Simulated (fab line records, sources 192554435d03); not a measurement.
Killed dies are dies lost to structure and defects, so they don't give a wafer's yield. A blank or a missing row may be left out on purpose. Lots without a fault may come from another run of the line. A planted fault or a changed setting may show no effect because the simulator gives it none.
fab line records | flow n5_finfet
record lots=11 wafers=33 last_day=19
route steps=1938 shown BEOL_M15@1821 MIM_TOP@1837 MIM_TOP_LITHO@1845 PASSIVATION@1936
lots that met no fault: from a run of the same line without faults
start_h: hours from the record's first day to the start of the lot's first wafer shown | wait_h: hours since the lot's step before | " the same as in the row above | L1.1+2: a row that stands for several wafers | - no value, or no start given | * or withheld: withheld | < > ~ a bound
route shown NAME@n: a module of which the file shows steps, and the number in the route of the first | usual: mean/standard deviation of fault-free wafers | same: alike in all rows | chamber/n: place in a boat | sites: the reading at each site | _std_site: their standard deviation | _edge_site: outer sites' mean less inner sites' | radius_mm: how far each site lies from the wafer's centre | mask NAME#n: copy n | behind: the tool/chamber that last shaped the wafer | hold: why the lot was held/for how many hours/how that ended | device: the transistor (n, p or np) that didn't switch | end of line: the same wafers' tests at the end of the route | a step without rows: its recipe alone | killed: dies lost to structure and defects at the first sort, not the wafer's yield | map: a wafer's dies, x killed, . not, _ none there
set.NAME: the setting as run; set.NAME@STEP: as run at that earlier step | model.NAME: the simulator's own value behind a step, which no gauge read
steps of the route over a sample of lots; a table a step, a row a wafer
services: from which hour (start_h, from the record's first day; less than 0 if before it) a tool's chamber was out of use, for how many hours, and why
## steps
# step N5_BEOL_M15_SPUTTER_45
# recipe material=Cu target_thk_a=1000 temp_c=-20 bias_v=60 power_w=26000 chamber_pressure_pa=0.13 time_s=16.67
# usual chuck_gas_flow_sccm=1.26/0.051 throttle_valve_pct=30.2/0.99
# columns lot.wafer tool chamber start_h wait_h chuck_gas_flow_sccm throttle_valve_pct
L852.1 pvd_sputter-02 - 270.03 0.0 1.26 31.5
L852.2 " - " " 1.29 31.3
L852.3 " - " " 1.29 28.7
L860.1 pvd_sputter-03 - 326.79 0.0 1.26 30.7
L860.2 " - " " 1.34 30.0
L860.6 " - " " 1.21 30.9
L862.1 pvd_sputter-02 - 343.85 0.0 1.29 31.5
L862.2 " - " " 1.33 28.7
L862.5 " - " " 1.30 29.3
L863.1 pvd_sputter-01 - 358.69 0.0 1.37 30.2
L863.2 " - " " 1.27 27.8
L863.6 " - " " 1.30 30.6
L866.1 pvd_sputter-02 - 365.54 0.0 1.18 31.5
L866.2 " - " " 1.23 29.2
L866.5 " - " " 1.24 29.0
L865.1 pvd_sputter-02 - 374.29 0.0 1.16 29.5
L865.5 " - " " 1.24 29.2
L865.6 " - " " 1.24 31.6
L868.1 pvd_sputter-03 - 377.47 0.0 1.23 30.2
L868.4 " - " " 1.19 30.0
L868.5 " - " " 1.24 30.8
L869.3 pvd_sputter-02 - 392.92 0.0 1.27 28.8
L869.4 " - " " 1.29 29.3
L869.5 " - " " 1.25 31.4
L872.1 pvd_sputter-02 - 402.38 0.0 1.30 31.4
L872.2 " - " " 1.15 29.0
L872.4 " - " " 1.21 29.3
L874.1 pvd_sputter-01 - 424.69 0.0 1.29 27.6
L874.2 " - " " 1.23 30.1
L874.3 " - " " 1.30 29.1
L875.2 pvd_sputter-02 - 432.40 0.0 1.33 28.7
L875.4 " - " " 1.31 29.1
L875.6 " - " " 1.22 29.1
# step N5_BEOL_M15_DEP_53
# recipe material=SiCN target_thk_a=500 temp_c=withheld precursor=3MS/NH3 pressure_torr=3 rf_w=675 time_s=17.8
# usual showerhead_plenum_p_Torr=4.166/0.021 throttle_valve_pct=18.4/1.2
# columns lot.wafer tool chamber start_h wait_h showerhead_plenum_p_Torr throttle_valve_pct
L852.1 pecvd-03 0 271.05 0.0 4.167 17.2
L852.2 " 1 " " 4.178 20.8
L852.3 " 2 " " 4.146 16.8
L860.1 pecvd-03 2 331.79 0.0 4.153 17.3
L860.2 " 0 " " 4.166 17.1
L860.6 " 1 " " 4.182 20.8
L862.1 pecvd-01 2 345.14 0.0 4.159 19.6
L862.2 " 0 " " 4.154 17.2
L862.5 " 1 " " 4.162 19.4
L863.1 pecvd-04 0 359.71 0.0 4.162 17.4
L863.2 " 1 " " 4.205 18.9
L863.6 " 2 " " 4.150 18.1
L866.1 pecvd-03 1 367.11 0.0 4.166 20.8
L866.2 " 0 " " 4.165 17.4
L866.5 " 1 " " 4.172 20.9
L865.1 pecvd-04 2 376.33 0.0 4.161 18.3
L865.5 " 1 " " 4.195 19.0
L865.6 " 2 " " 4.140 18.1
L868.1 pecvd-01 1 378.48 0.0 4.172 19.4
L868.4 " 1 " " 4.171 19.5
L868.5 " 0 " " 4.161 17.2
L869.3 pecvd-01 2 393.96 0.0 4.165 19.7
L869.4 " 0 " " 4.171 17.1
L869.5 " 0 " " 4.156 17.1
L872.1 pecvd-04 0 403.78 0.0 4.149 17.7
L872.2 " 1 " " 4.222 18.6
L872.4 " 0 " " 4.152 17.6
L874.1 pecvd-04 2 425.72 0.0 4.154 18.7
L874.2 " 1 " " 4.214 18.8
L874.3 " 0 " " 4.154 17.6
L875.2 pecvd-04 1 433.41 0.0 4.209 19.0
L875.4 " 0 " " 4.145 17.6
L875.6 " 2 " " 4.149 18.5
# step N5_MIM_TOP_DEGAS_04
# recipe ambient=vacuum temp_c=300 time_s=60
# usual heater_power_w=457/44
# columns lot.wafer tool chamber start_h wait_h heater_power_w
L852.1 pvd_sputter-03 - 274.86 - 411
L852.2 " - " " 492
L852.3 " - " " 416
L860.1 pvd_sputter-01 - 335.47 - 511
L860.2 " - " " 450
L860.6 " - " " 508
L862.1 pvd_sputter-03 - 351.37 - 482
L862.2 " - " " 413
L862.5 " - " " 410
L863.1 pvd_sputter-03 - 363.11 - 422
L863.2 " - " " 469
L863.6 " - " " 447
L866.1 pvd_sputter-03 - 372.77 - 503
L866.2 " - " " 459
L866.5 " - " " 408
L865.1 pvd_sputter-03 - 379.79 - 430
L865.5 " - " " 492
L865.6 " - " " 415
L868.1 pvd_sputter-02 - 384.04 - 436
L868.4 " - " " 546
L868.5 " - " " 561
L869.3 pvd_sputter-01 - 396.78 - 395
L869.4 " - " " 501
L869.5 " - " " 514
L872.1 pvd_sputter-02 - 407.76 - 495
L872.2 " - " " 453
L872.4 " - " " 554
L874.1 pvd_sputter-03 - 428.83 - 492
L874.2 " - " " 423
L874.3 " - " " 412
L875.2 pvd_sputter-02 - 436.30 - 459
L875.4 " - " " 416
L875.6 " - " " 538
# step N5_MIM_TOP_LITHO_DEVELOP_07
# recipe develop_time_s=60 rinse_liquid=diw dry=air_spin dev_temp_c=21
# columns lot.wafer tool chamber start_h wait_h
L852.1+2+3 litho_track-05 0 275.30 -
L860.1+2+6 litho_track-01 0 335.91 -
L862.1+2+5 litho_track-05 0 351.69 -
L863.1+2+6 litho_track-05 0 363.56 -
L866.1+2+5 litho_track-04 0 373.08 -
L865.1+5+6 litho_track-01 0 380.23 -
L868.1+4+5 litho_track-04 0 384.48 -
L869.3+4+5 litho_track-04 0 397.10 -
L872.1+2+4 litho_track-01 0 408.08 -
L874.1+2+3 litho_track-01 0 429.27 -
L875.2+4+6 litho_track-05 0 436.75 -
# step N5_MIM_TOP_LITHO_CD_MEAS_08
# recipe target_cd_nm=2000 landing_energy_ev=500 detector=se_inlens
# usual cd_nm=2000.5/1.5
# same landing_energy_ev=500
# columns lot.wafer tool chamber start_h wait_h cd_nm
L852.1 cd_sem-01 0 275.43 - 2002.2
L852.2 " 0 " " 2001.0
L852.3 " 0 " " 2001.1
L860.1 cd_sem-02 0 336.02 - 1999.5
L860.2 " 0 " " 1999.4
L860.6 " 0 " " 1998.3
L862.1 cd_sem-02 0 351.80 - 2000.4
L862.2 " 0 " " 2012.1
L862.5 " 0 " " 1998.6
L863.1 cd_sem-03 0 363.67 - 2001.6
L863.2 " 0 " " 2014.2
L863.6 " 0 " " 2003.9
L866.1 cd_sem-03 0 373.20 - 2000.4
L866.2 " 0 " " 2001.8
L866.5 " 0 " " 2002.5
L865.1 cd_sem-02 0 380.34 - 2000.1
L865.5 " 0 " " 2000.1
L865.6 " 0 " " 1999.4
L868.1 cd_sem-01 0 384.60 - 2000.5
L868.4 " 0 " " 1997.6
L868.5 " 0 " " 1999.3
L869.3 cd_sem-03 0 397.22 - 2001.1
L869.4 " 0 " " 2000.5
L869.5 " 0 " " 1998.3
L872.1 cd_sem-03 0 408.20 - 1998.7
L872.2 " 0 " " 1999.9
L872.4 " 0 " " 1999.6
L874.1 cd_sem-02 0 429.39 - 1998.9
L874.2 " 0 " " 1999.0
L874.3 " 0 " " 1998.6
L875.2 cd_sem-01 0 436.87 - 2003.5
L875.4 " 0 " " 2002.1
L875.6 " 0 " " 2003.1
# step N5_PASSIVATION_PROBE_49
# usual defect_limited_yield=91.0/1.5 killed_at_M0_to_M3=37/12 killed_at_M4_up=13/5 killed_at_contacts=13/6.1 killed_at_front_end=39/11 killed_at_other=4/3.2 killed_dies=106/17 killed_open=69/12 killed_short=35/7.9 sort_bin_4_leakage=0.00/0.007 sort_bin_5_function=5.3/1 sort_bin_6_memory=3.3/0.68 sort_n_pass=1074/17 sort_yield_pct=91.0/1.5
# same gross_dies=1180 killed_at_back_side=0 sort_bin_8_speed[%]=0
# columns lot.wafer tool chamber start_h wait_h defect_limited_yield[%] killed_at_M0_to_M3 killed_at_M4_up killed_at_contacts killed_at_front_end killed_at_other killed_dies killed_open killed_short sort_bin_4_leakage[%] sort_bin_5_function[%] sort_bin_6_memory[%] sort_n_pass sort_yield_pct[%]
L852.1 prober-01 - 291.42 0.0 91.7 30 22 8 35 3 98 61 34 0 5.3 2.5 1082 91.7
L852.2 prober-01 - 291.47 0.1 86.9 43 17 18 71 6 155 107 47 0 7.6 5.3 1025 86.9
L852.3 prober-01 - 291.52 0.1 89.2 28 29 11 49 10 127 90 37 0 6.9 3.6 1053 89.2
L866.1 prober-02 - 384.07 0.0 92.7 29 11 13 33 0 86 61 24 0 4.8 2.1 1094 92.7
L866.2 prober-02 - 384.12 0.1 91.1 22 18 23 39 3 105 78 26 0 4.6 4.1 1075 91.1
L866.5 prober-02 - 384.27 0.2 92.5 35 11 9 34 0 89 59 29 0 4.3 3.1 1091 92.5
L868.1 prober-01 - 395.42 0.0 93.4 31 17 9 21 0 78 52 26 0 3.9 2.4 1102 93.4
L868.4 prober-01 - 395.57 0.2 91.5 32 10 12 41 5 100 67 28 0 4.3 3.8 1080 91.5
L868.5 prober-01 - 395.62 0.2 92.2 35 16 13 24 4 92 62 27 0 4.4 2.9 1088 92.2
L869.3 prober-02 - 409.56 0.1 92.5 23 9 7 48 2 89 59 27 0 4.9 2.5 1091 92.5
L869.4 prober-02 - 409.61 0.2 93.6 19 16 5 32 4 76 52 22 0 3.5 2.8 1104 93.6
L869.5 prober-02 - 409.66 0.2 90.0 46 21 14 34 3 118 79 38 0 6.1 3.5 1062 90.0
# killed by level:class
L852.1 BEOL_M4:geometric_particle:open=11 FIN_SAQP:geometric_particle:open=10 BEOL_M0_SAQP:geometric_particle:open=7 FIN_SAQP:geometric_particle:short=6 BEOL_M0_SAQP:geometric_particle:short=6 STI_FIN_REVEAL:geometric_particle:open=6 DUMMY_GATE:geometric_particle:open=5 MOL_CONTACT_COAG:geometric_particle:open=5
L852.2 FIN_SAQP:geometric_particle:open=24 MOL_CONTACT_COAG:geometric_particle:open=15 GATE_CUT:geometric_particle:open=10 BEOL_M3:geometric_particle:open=10 BEOL_M4:geometric_particle:open=10 BEOL_M0_SAQP:geometric_particle:short=9 STI_FIN_REVEAL:geometric_particle:open=8 DUMMY_GATE:geometric_particle:open=8
L852.3 BEOL_M4:geometric_particle:open=17 STI_FIN_REVEAL:geometric_particle:open=11 FIN_SAQP:geometric_particle:open=10 DUMMY_GATE:geometric_particle:open=10 MOL_CONTACT_COAG:geometric_particle:open=9 FIN_SAQP:geometric_particle:short=8 BEOL_M2:geometric_particle:open=8 BEOL_M3:geometric_particle:open=8
L866.1 BEOL_M2:geometric_particle:open=13 MOL_CONTACT_COAG:geometric_particle:open=11 FIN_SAQP:geometric_particle:open=6 FIN_SAQP:geometric_particle:short=6 STI_FIN_REVEAL:geometric_particle:open=5 BEOL_M4:geometric_particle:open=5 DUMMY_GATE:geometric_particle:open=4 GATE_CUT:geometric_particle:short=4
L866.2 MOL_CONTACT_COAG:geometric_particle:open=19 BEOL_M0_SAQP:geometric_particle:open=10 FIN_SAQP:geometric_particle:open=9 BEOL_M4:geometric_particle:open=8 FIN_SAQP:geometric_particle:short=6 BEOL_M0_SAQP:geometric_particle:short=6 STARTING-WAFER:geometric_particle:open=5 STI_FIN_REVEAL:geometric_particle:open=4
L866.5 BEOL_M0_SAQP:geometric_particle:short=9 BEOL_M0_SAQP:geometric_particle:open=9 BEOL_M3:geometric_particle:open=8 STI_FIN_REVEAL:geometric_particle:open=7 MOL_CONTACT_COAG:geometric_particle:open=6 FIN_SAQP:geometric_particle:open=5 DUMMY_GATE:geometric_particle:open=4 ILD0:geometric_particle:open=4
L868.1 BEOL_M2:geometric_particle:open=10 FIN_SAQP:geometric_particle:open=6 BEOL_M0_SAQP:geometric_particle:short=6 MOL_CONTACT_COAG:geometric_particle:open=5 BEOL_M4:geometric_particle:open=5 MOL_CONTACT_COAG:geometric_particle:short=4 BEOL_M0_SAQP:geometric_particle:open=4 BEOL_M5:geometric_particle:open=4
L868.4 FIN_SAQP:geometric_particle:short=10 FIN_SAQP:geometric_particle:open=10 BEOL_M2:geometric_particle:open=10 MOL_CONTACT_COAG:geometric_particle:open=7 STI_FIN_REVEAL:geometric_particle:open=6 BEOL_M4:geometric_particle:open=6 BEOL_M0_SAQP:geometric_particle:open=5 BEOL_M3:geometric_particle:open=5
L868.5 MOL_CONTACT_COAG:geometric_particle:open=10 BEOL_M1:geometric_particle:open=10 BEOL_M3:geometric_particle:open=7 BEOL_M0_SAQP:geometric_particle:short=6 BEOL_M4:geometric_particle:open=6 BEOL_M5:geometric_particle:open=5 STARTING-WAFER:geometric_particle:short=5 FIN_SAQP:geometric_particle:short=4
L869.3 STI_FIN_REVEAL:geometric_particle:open=10 FIN_SAQP:geometric_particle:open=8 DUMMY_GATE:geometric_particle:open=7 BEOL_M2:geometric_particle:open=7 ILD0:geometric_particle:short=5 MOL_CONTACT_COAG:geometric_particle:open=5 BEOL_M2:geometric_particle:short=4 BEOL_M3:geometric_particle:open=4
L869.4 BEOL_M4:geometric_particle:open=12 STI_FIN_REVEAL:geometric_particle:open=10 BEOL_M2:geometric_particle:open=7 BEOL_M0_SAQP:geometric_particle:open=6 FIN_SAQP:geometric_particle:short=5 STARTING-WAFER:geometric_particle:short=4 MOL_CONTACT_COAG:geometric_particle:open=4 BEOL_M0_SAQP:geometric_particle:short=3
L869.5 BEOL_M0_SAQP:geometric_particle:open=14 BEOL_M4:geometric_particle:open=13 MOL_CONTACT_COAG:geometric_particle:open=12 BEOL_M0_SAQP:geometric_particle:short=10 BEOL_M2:geometric_particle:open=9 STI_FIN_REVEAL:geometric_particle:open=8 BEOL_M3:geometric_particle:open=6 FIN_SAQP:geometric_particle:short=4
## services
# columns tool chamber start_h hours kind
pecvd-04 0 256.22 2.1 scheduled_down
pecvd-04 2 264.65 2.1 scheduled_down
pecvd-01 - 273.03 1.2 repair
pecvd-03 0 279.12 5.2 repair
pecvd-01 - 288.17 2.8 pm
pecvd-03 - 297.02 5.5 pm
litho_track-01 - 315.53 - consumable_replace:filter
pecvd-04 1 317.67 5.5 scheduled_down
pecvd-04 0 344.39 3.6 repair
litho_track-01 - 363.05 - consumable_replace:filter
pecvd-01 2 364.94 5.5 scheduled_down
pecvd-01 1 383.62 - clean
pecvd-01 1 383.62 - consumable_replace:showerhead
pecvd-01 1 383.62 29.0 scheduled_down
pecvd-01 1 383.62 29.0 vent_cycle
pvd_sputter-01 - 415.17 1.8 repair
pecvd-03 0 432.14 5.5 scheduled_down
## key
first_sign step=N5_MIM_TOP_LITHO_CD_MEAS_08 reading=cd_nm direction=up sigmas=8.5 usual=2000.5 struck=2013.1
effect none on later readings
met_at N5_MIM_TOP_LITHO_DEVELOP_07
struck_lots L862,L863
struck_wafers L862.2,L863.2
not_acting_at N5_BEOL_M15_SPUTTER_45,N5_BEOL_M15_DEP_53,N5_MIM_TOP_DEGAS_04
onset_between 275.30 351.69
fault kind=process_parameter_drift tool=litho_track-05 chamber=- onset_h=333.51 steps=N5_MIM_TOP_LITHO_DEVELOP_07 channel=develop_time_s offset=* shape=step end_h=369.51 scope=struck_wafers_only acts_in=* stated=*
